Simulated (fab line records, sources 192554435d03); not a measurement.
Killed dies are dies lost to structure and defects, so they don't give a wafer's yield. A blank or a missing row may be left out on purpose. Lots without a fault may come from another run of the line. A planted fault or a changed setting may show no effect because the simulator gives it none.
Chamber matching | flow n5_finfet | N5_FIN_SAQP_ETCH_67 on rie_diel-06: 4 sister chambers
The step etches SiNx in CH3F/O2, target depth 30 nm. 8 wafers are shown with their chamber, then 11 later ones without.

WAFERS WITH THEIR CHAMBER
wafer  | chamber | throttle_valve_pct (%) | drypump_motor_current_A (A)
L082.5 | 2       | 16.48                  | 5.65
L086.5 | 0       | 15.87                  | 5.57
L087.5 | 1       | 16.68                  | 5.93
L088.4 | 0       | 15.86                  | 5.56
L089.2 | 3       | 16.14                  | 6.03
L089.4 | 1       | 16.69                  | 5.93
L089.6 | 2       | 16.51                  | 5.67
L092.3 | 3       | 16.15                  | 6.04

WAFERS WITHOUT THEIR CHAMBER
wafer  | throttle_valve_pct (%) | drypump_motor_current_A (A)
L092.4 | 15.88                  | 5.52
L092.5 | 16.15                  | 6.03
L093.2 | 16.53                  | 5.66
L093.4 | 15.87                  | 5.60
L093.5 | 16.16                  | 6.06
L094.1 | 16.17                  | 6.03
L094.2 | 16.70                  | 5.92
L094.4 | 15.88                  | 5.58
L096.1 | 16.71                  | 5.92
L096.2 | 16.17                  | 6.06
L096.3 | 16.54                  | 5.65

WHICH CHAMBER EACH WENT THROUGH
wafer  | from the rows above | in truth
L092.4 | 0                   | 0
L092.5 | 3                   | 3
L093.2 | 2                   | 2
L093.4 | 0                   | 0
L093.5 | 3                   | 3
L094.1 | 3                   | 3
L094.2 | 1                   | 1
L094.4 | 0                   | 0
L096.1 | 1                   | 1
L096.2 | 3                   | 3
L096.3 | 2                   | 2
Placed correctly: 11 of 11. Can't be placed from these rows: 0. Placed wrongly: 0.
How it was worked out, from the rows above alone: a wafer's distance from a chamber is the root of the sum, over the readings, of the square of ((its reading less the chamber's mean) divided by the reading's scatter). The wafer belongs to the nearest chamber; if the next one is less than 2 further off, it can't be placed. A chamber's mean is the mean of its shown wafers. The scatter: the root of (the sum of the squares of (reading less its chamber's mean) over the shown wafers, divided by (wafers less chambers)).
